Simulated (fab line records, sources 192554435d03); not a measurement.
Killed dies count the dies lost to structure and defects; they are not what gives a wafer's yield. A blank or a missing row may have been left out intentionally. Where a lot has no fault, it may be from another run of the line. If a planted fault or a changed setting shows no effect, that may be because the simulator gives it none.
Matching of chambers -- flow n5 finfet -- N5_BEOL_M2_PRE_CLEAN_60 on cvd co-01: 3 sister chambers
The step time 15 s. 20 wafers are shown with their chamber, then 10 later ones without.

WAFERS WITH THEIR CHAMBER
wafer,chamber,heater power w (W)
L074.1,2,131
L074.3,1,86
L074.5,2,129
L078.1,2,133
L078.5,2,128
L078.6,1,85
L082.1,1,86
L082.3,2,132
L082.6,2,133
L086.1,2,133
L086.4,0,101
L086.5,2,131
L087.1,2,130
L087.3,1,87
L087.5,2,132
L090.1,2,133
L090.4,2,128
L090.6,1,87
L091.4,1,87
L091.5,2,129

SIGNATURES (averages over the wafers above)
reading,chamber 0,chamber 1,chamber 2,scatter within a chamber
heater power w,101.00,86.33,130.92,1.68
Rule: for each reading, subtract the chamber's mean from the wafer's reading, divide by that reading's scatter and square the result; add these up over the readings and take the root, which gives the wafer's distance from the chamber. If the next closest chamber is less than 2 further off than the closest, the wafer can't be placed; otherwise it belongs to the closest. The scatter: take each reading less its chamber's mean, square it, sum over the shown wafers, divide by the number of wafers less the number of chambers, and take the root.

WAFERS MISSING THEIR CHAMBER
wafer,heater power w (W)
L091.6,105
L095.1,130
L095.3,88
L095.6,86
L096.1,85
L096.5,130
L096.6,89
L097.1,86
L097.2,129
L097.6,129

THE CHAMBER EACH PASSED THROUGH
wafer,from the rows above,in truth
L091.6,0,0
L095.1,2,2
L095.3,1,1
L095.6,1,1
L096.1,1,1
L096.5,2,2
L096.6,1,1
L097.1,1,1
L097.2,2,2
L097.6,2,2
Correct placement for 10 of the 10. Can't be placed from these rows: 0. Placed wrongly: 0.
